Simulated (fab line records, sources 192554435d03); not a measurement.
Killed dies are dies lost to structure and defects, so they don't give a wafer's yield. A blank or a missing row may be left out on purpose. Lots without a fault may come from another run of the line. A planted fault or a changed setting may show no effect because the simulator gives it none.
Chamber matching | flow n5_finfet | N5_MOL_CONTACT_COAG_ALD_133 on ald_sin-04: 4 sister chambers
The step deposits SiO2, target thk 5 nm, pulse time 1 s, co reactant pulse time 1 s. 4 wafers are shown with their chamber, then 8 later ones without.

WAFERS WITH THEIR CHAMBER
wafer  | chamber | heater_power_w (W)
L080.6 | 1       | 90
L089.1 | 0       | 91
L089.6 | 2       | 85
L088.1 | 3       | 67

WAFERS WITHOUT THEIR CHAMBER
wafer  | heater_power_w (W)
L088.3 | 92
L088.5 | 84
L090.1 | 91
L090.2 | 66
L090.5 | 88
L092.1 | 66
L092.2 | 86
L092.6 | 66

WHICH CHAMBER EACH WENT THROUGH
wafer  | from the rows above          | in truth
L088.3 | can't be placed: 0 or 1      | 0
L088.5 | 2                            | 2
L090.1 | can't be placed: 0 or 1      | 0
L090.2 | 3                            | 3
L090.5 | can't be placed: 1 or 0 or 2 | 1
L092.1 | 3                            | 3
L092.2 | 2                            | 2
L092.6 | 3                            | 3
Placed correctly: 5 of 8. Can't be placed from these rows: 3 (the true chamber is among the candidates in 3). Placed wrongly: 0.
How it was worked out, from the rows above alone: a wafer's distance from a chamber is the root of the sum, over the readings, of the square of ((its reading less the chamber's mean) divided by the reading's scatter). The wafer belongs to the nearest chamber; if the next one is less than 2 further off, it can't be placed. A chamber's mean is the mean of its shown wafers. The scatter: with one shown wafer a chamber, the root of the mean of the squares of how far each hidden wafer lies from its nearest shown one.
